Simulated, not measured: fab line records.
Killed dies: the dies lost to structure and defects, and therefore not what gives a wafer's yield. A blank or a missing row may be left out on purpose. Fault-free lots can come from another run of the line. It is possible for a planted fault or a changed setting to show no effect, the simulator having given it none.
Matching of chambers :: flow nand harc :: 3 sister chambers for NHARC_A_STAIRCASE_DEP_322 on pecvd-04
The step deposits SiO2, target thk 7200 nm. 3 wafers are shown with their chamber, then 8 later ones without.

== WAFERS PAIRED WITH THEIR CHAMBERS ==
wafer: L080.4
chamber: 1
heater power w (W): 578

wafer: L086.4
chamber: 2
heater power w (W): 482

wafer: L087.2
chamber: 0
heater power w (W): 802

== WAFERS MISSING THEIR CHAMBER ==
wafer: L087.3
heater power w (W): 604

wafer: L087.5
heater power w (W): 607

wafer: L090.2
heater power w (W): 581

wafer: L090.3
heater power w (W): 723

wafer: L090.4
heater power w (W): 589

wafer: L095.1
heater power w (W): 604

wafer: L095.3
heater power w (W): 545

wafer: L095.5
heater power w (W): 482

== THE CHAMBER EACH PASSED THROUGH ==
wafer: L087.3
from the rows above: 1
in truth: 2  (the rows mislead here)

wafer: L087.5
from the rows above: 1
in truth: 1

wafer: L090.2
from the rows above: 1
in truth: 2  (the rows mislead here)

wafer: L090.3
from the rows above: can't be placed: 0 or 1
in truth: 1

wafer: L090.4
from the rows above: 1
in truth: 1

wafer: L095.1
from the rows above: 1
in truth: 1

wafer: L095.3
from the rows above: can't be placed: 1 or 2
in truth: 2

wafer: L095.5
from the rows above: 2
in truth: 2
Correctly placed: 4 of 8. Not placeable from these rows: 2 (in 2, the candidates include the true chamber). Wrongly placed: 2.
How it was worked out, from the rows above alone: a wafer's distance from a chamber is the root of the sum, over the readings, of the square of ((its reading less the chamber's mean) divided by the reading's scatter). If the next closest chamber is less than 2 further off than the closest, the wafer can't be placed; otherwise it belongs to the closest. The mean given for a chamber averages the wafers shown for that chamber. The scatter: root of mean squared gap, hidden wafer to nearest shown wafer, with one shown wafer a chamber.
